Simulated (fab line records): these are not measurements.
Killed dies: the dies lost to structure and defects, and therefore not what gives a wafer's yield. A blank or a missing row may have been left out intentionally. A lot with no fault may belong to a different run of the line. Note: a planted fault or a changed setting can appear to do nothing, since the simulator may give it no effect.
Which tool is to blame?	flow n5_finfet	10 lots with 30 wafers sampled at 5 steps, on a route of 1938 steps

## WHAT THE GAUGES SHOWED, per wafer
N5_BEOL_M3_OVL_MEAS_12. Usual: M3_OVL gives -0.1 nm (standard deviation 0.61).
lot	measured	on	M3_OVL (nm)	flag
L715	day 7 01:57	overlay-01	-0.4 -0.1 0.4	
L717	day 8 07:56	overlay-02	0.3 1.1 0.2	
L718	day 8 10:59	overlay-02	0.2 0.1 1.0	
L721	day 8 12:57	overlay-01	-0.2 0.4 -0.5	
L722	day 8 20:46	overlay-01	0.2 0.8 0.2	
L725	day 9 14:40	overlay-01	-0.4 -0.6 0.2	
L730	day 11 00:22	overlay-01	-0.7 0.2 0.1	
L731	day 11 07:51	overlay-01	-1.6 -0.9 -0.5	
L734	day 11 22:01	overlay-01	0.1 -0.9 -0.1	
L735	day 12 19:29	overlay-01	0.5 0.6 0.3	

N5_BEOL_M4_RC_MEAS_101. Usual: DIBL_N 35.9 mV/V, standard deviation 1.4; DIBL_P 35.9 mV/V, standard deviation 1.7; IOFF_N 0.160 nA/um, standard deviation 0.026; IOFF_P 0.21 nA/um, standard deviation 0.036; ION_N 672 uA/um, standard deviation 11; ION_P 461 uA/um, standard deviation 8.1; SS_N 71.4 mV/dec, standard deviation 0.54; SS_P 73.2 mV/dec, standard deviation 0.67; VT_N 249.3 mV, standard deviation 2.7; VT_P -250 mV, standard deviation 3.9.
lot	measured	on	DIBL_N (mV/V)	DIBL_P (mV/V)	IOFF_N (nA/um)	IOFF_P (nA/um)	ION_N (uA/um)	ION_P (uA/um)	SS_N (mV/dec)	SS_P (mV/dec)	VT_N (mV)	VT_P (mV)	flag
L715	day 7 17:38	prober-01	35.5 34.1 34.8	35.6 33.7 34.4	0.172 0.148 0.159	0.26 0.23 0.24	685 678 681	473 478 474	71.3 71.3 71.0	73.5 73.0 72.9	250.0 248.9 248.9	-243 -246 -244	
L717	day 9 00:26	prober-01	34.8 36.4 32.5	34.6 37.3 32.9	0.127 0.172 0.114	0.20 0.26 0.19	660 683 669	460 474 470	71.4 71.5 70.7	71.7 73.3 72.3	253.8 250.2 250.5	-248 -246 -247	
L718	day 9 04:48	prober-02	36.3 38.0 36.7	36.2 39.1 35.7	0.161 0.208 0.169	0.22 0.28 0.21	674 682 674	462 465 454	71.1 72.0 71.8	74.1 73.7 73.2	249.6 246.3 250.4	-247 -248 -247	
L721	day 9 05:35	prober-01	35.8 37.2 35.4	37.4 38.3 36.6	0.168 0.183 0.158	0.24 0.24 0.21	689 681 666	473 463 459	71.4 71.7 70.7	73.3 73.6 73.8	248.0 246.9 249.3	-249 -247 -252	
L722	day 9 16:41	prober-01	36.4 36.4 35.4	34.8 35.9 34.2	0.153 0.160 0.147	0.20 0.23 0.20	671 677 670	464 474 465	71.4 71.3 70.6	73.4 73.2 72.6	250.6 248.7 249.6	-250 -247 -246	
L725	day 10 14:10	prober-02	35.7 34.4 33.6	35.9 34.8 33.0	0.157 0.137 0.122	0.21 0.20 0.17	667 666 648	456 463 452	71.3 70.3 71.2	73.0 73.0 71.8	250.1 248.8 253.3	-247 -248 -251	
L730	day 11 15:05	prober-02	34.8 34.5 34.4	35.3 34.6 35.7	0.136 0.142 0.152	0.16 0.16 0.17	656 669 681	454 453 458	71.0 70.9 71.0	73.2 73.3 72.9	249.6 250.4 247.1	-255 -254 -254	
L731	day 12 01:50	prober-01	36.9 35.4 35.4	35.9 34.5 34.0	0.178 0.158 0.147	0.21 0.20 0.18	678 664 662	461 453 445	72.2 72.0 71.9	73.9 72.6 73.1	247.4 249.4 252.3	-249 -252 -254	
L734	day 13 00:23	prober-01	35.5 37.5 35.4	35.9 38.4 35.7	0.162 0.193 0.156	0.25 0.28 0.24	663 680 667	465 472 462	72.1 72.4 71.2	72.7 74.2 72.8	249.5 248.3 249.9	-243 -244 -248	
L735	day 13 21:21	prober-02	36.1 37.1 37.0	34.4 36.0 36.6	0.142 0.142 0.158	0.15 0.17 0.18	664 643 674	450 441 450	70.9 71.9 71.8	72.8 73.1 73.2	249.5 253.3 248.2	-258 -254 -255	

## WHAT TOOL EACH LOT RAN ON (gives the tool, then ch and the chambers of the sampled wafers, and finally the start)
lot	N5_BEOL_M2_ANNEAL_51	N5_BEOL_M3_ILD_DEP_00	N5_BEOL_M3_ETCH_64
L715	rtp_anneal-01 ch 0, day 6 23:52	pecvd-01 ch 0,1, day 7 00:47	rie_diel-02 ch 0,3, day 7 02:07
L717	rtp_anneal-01 ch 0, day 8 04:35	pecvd-03 ch 0,1, day 8 05:30	rie_diel-02 ch 0,3, day 8 08:07
L718	rtp_anneal-01 ch 0, day 8 07:39	pecvd-03 ch 0,1, day 8 08:38	rie_diel-02 ch 0,2,3, day 8 11:13
L721	rtp_anneal-02 ch 0, day 8 11:01	pecvd-02 ch 1,2, day 8 11:54	rie_diel-03 ch 1,2,3, day 8 13:18
L722	rtp_anneal-02 ch 0, day 8 18:53	pecvd-01 ch 0,1, day 8 19:48	rie_diel-03 ch 0,2,3, day 8 20:56
L725	rtp_anneal-01 ch 0, day 9 12:44	pecvd-01 ch 0,1,2, day 9 13:40	rie_diel-02 ch 0,1, day 9 14:50
L730	rtp_anneal-01 ch 0, day 10 20:24	pecvd-02 ch 0,1, day 10 21:25	rie_diel-03 ch 1,3, day 11 00:33
L731	rtp_anneal-02 ch 0, day 11 05:59	pecvd-01 ch 0,1,2, day 11 06:54	rie_diel-02 ch 1,2, day 11 08:01
L734	rtp_anneal-02 ch 0, day 11 16:55	pecvd-01 ch 0,1, day 11 17:50	rie_diel-02 ch 0,1,3, day 11 22:13
L735	rtp_anneal-02 ch 0, day 12 16:14	pecvd-02 ch 0,1, day 12 17:10	rie_diel-02 ch 1,3, day 12 19:58
- N5_BEOL_M2_ANNEAL_51: time 90 s.
- N5_BEOL_M3_ILD_DEP_00: deposits SiOC from DEMS/O2, target thk 79 nm, time 15.3 s.
- N5_BEOL_M3_ETCH_64: etches SOC in N2/H2, target depth 75 nm, overetch 15 nm, time 112.5 s.

## WHAT THE TOOLS THEMSELVES READ (means of the sampled wafers that have a number; where no wafer has one, the mark that the record gives instead)
N5_BEOL_M2_ANNEAL_51. Usual: wafer_temp_C_max reads 225.9 (standard deviation 0.33).
lot	tool	wafer_temp_C_max	flag
L715	rtp_anneal-01	226.5	
L717	rtp_anneal-01	226.2	
L718	rtp_anneal-01	226.1	
L721	rtp_anneal-02	225.5	
L722	rtp_anneal-02	225.6	
L725	rtp_anneal-01	226.4	
L730	rtp_anneal-01	226.0	
L731	rtp_anneal-02	225.6	
L734	rtp_anneal-02	225.7	
L735	rtp_anneal-02	225.8	

N5_BEOL_M3_ILD_DEP_00. Usual: heater_power_w 522 W, standard deviation 86; showerhead_plenum_p_Torr 5.696 Torr, standard deviation 0.014; throttle_valve_pct 11.8 %, standard deviation 0.47.
lot	tool	heater_power_w (W)	showerhead_plenum_p_Torr (Torr)	throttle_valve_pct (%)	flag
L715	pecvd-01	448	5.675	12.0	
L717	pecvd-03	412	5.694	12.5	
L718	pecvd-03	406	5.684	12.5	
L721	pecvd-02	656	5.712	11.8	
L722	pecvd-01	460	5.687	12.2	
L725	pecvd-01	451	5.695	11.7	
L730	pecvd-02	539	5.712	12.3	
L731	pecvd-01	465	5.687	11.8	
L734	pecvd-01	485	5.679	12.1	
L735	pecvd-02	530	5.699	12.0	

N5_BEOL_M3_ETCH_64. Usual: bias_w 150.0 W, standard deviation 0.45; drypump_motor_current_A 5.8 A, standard deviation 0.5; oes_product_au 0.62 a.u., standard deviation 0.058; rf_vpp_V 524.9 V, standard deviation 2.3; showerhead_plenum_p_Torr 2.58 Torr, standard deviation 0.082; throttle_valve_pct 17.77 %, standard deviation 0.25.
lot	tool	bias_w (W)	drypump_motor_current_A (A)	oes_product_au (a.u.)	rf_vpp_V (V)	showerhead_plenum_p_Torr (Torr)	throttle_valve_pct (%)	flag
L715	rie_diel-02	150.3	5.6	0.62	524.8	2.59	17.98	
L717	rie_diel-02	150.0	5.6	0.61	524.3	2.58	18.00	
L718	rie_diel-02	149.7	6.1	0.66	525.7	2.61	17.79	
L721	rie_diel-03	150.0	5.5	0.64	524.6	2.56	17.74	
L722	rie_diel-03	150.0	5.6	0.64	525.3	2.60	17.74	
L725	rie_diel-02	149.7	5.3	0.62	523.9	2.56	17.71	
L730	rie_diel-03	150.1	5.9	0.62	522.8	2.50	17.81	
L731	rie_diel-02	150.3	6.2	0.67	525.4	2.59	17.51	
L734	rie_diel-02	152.8	5.7	0.62	531.1	2.59	17.81	OFF
L735	rie_diel-02	155.9	5.8	0.66	537.9	2.61	17.59	OFF

## THE ANSWER, worked out from the rows above alone
Rule: take the mean of a lot's wafers that have a number; if it is more than 3 standard deviations from the usual mean, the lot is off. A lot without any number at a reading at which 4 lots or more have one is off too. All remaining lots with rows at the step are treated as sound. First the gauges in route order, then the tools' own readings, where a lot's mean is used as printed above. The first step at which some lot is off is used, and at that step the reading that is off furthest; a lot without a number counts as furthest.
Off: L734, L735 (N5_BEOL_M3_ETCH_64, bias_w).
A tool fits if, at that step or a process step before it, it ran every lot that is off, and no sound lot after the first of them. Undecided on this evidence; 2 tools fit (rtp_anneal-02 at N5_BEOL_M2_ANNEAL_51, rie_diel-02 at N5_BEOL_M3_ETCH_64).

## WHAT HAD BEEN PUT IN BY THE SIMULATOR
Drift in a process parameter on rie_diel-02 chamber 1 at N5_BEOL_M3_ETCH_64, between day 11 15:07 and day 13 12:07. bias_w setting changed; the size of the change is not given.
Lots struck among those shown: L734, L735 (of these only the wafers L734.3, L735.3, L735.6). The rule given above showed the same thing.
